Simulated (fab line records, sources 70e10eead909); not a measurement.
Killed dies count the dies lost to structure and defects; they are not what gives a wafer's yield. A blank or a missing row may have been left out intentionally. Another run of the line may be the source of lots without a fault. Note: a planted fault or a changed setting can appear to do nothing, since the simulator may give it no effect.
Matching of chambers ; flow nandHarc ; 4 sister chambers for NHARC_THIN_TSV_ETCH_15 on rieSi-03
The step target depth 3000 nm, bosch target overetch cycles 2, bosch etch step 2.8 s. 7 wafers are shown with their chamber, then 7 later ones without.

## WAFERS WITH THEIR CHAMBER
wafer;chamber;drypumpMotorCurrentA (A)
L102.4;1;5.9
L115.5;3;5.7
L120.3;2;5.5
L120.4;0;6.1
L120.5;2;5.4
L121.2;0;6.1
L121.4;3;5.8

## WAFERS WHOSE CHAMBER IS MISSING
wafer;drypumpMotorCurrentA (A)
L121.6;6.1
L122.2;6.0
L122.4;5.8
L122.6;5.5
L123.4;5.5
L123.5;6.1
L123.6;5.8

## CHAMBER TAKEN BY EACH
wafer;from the rows above;in truth
L121.6;0;0
L122.2;can't be placed: 0 or 1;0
L122.4;can't be placed: 3 or 1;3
L122.6;2;2
L123.4;2;2
L123.5;0;0
L123.6;can't be placed: 3 or 1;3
Correctly placed: 4 of 7. Can't be placed from these rows: 3 (the true chamber is among the candidates in 3). Wrongly placed: 0.
How it was worked out, from the rows above alone: a wafer's distance from a chamber is the root of the sum, over the readings, of the square of ((its reading less the chamber's mean) divided by the reading's scatter). The wafer belongs to the nearest chamber; if the next one is less than 2 further off, it can't be placed. Each chamber's mean is taken over the wafers shown for it. The scatter: take each reading less its chamber's mean, square it, sum over the shown wafers, divide by the number of wafers less the number of chambers, and take the root.
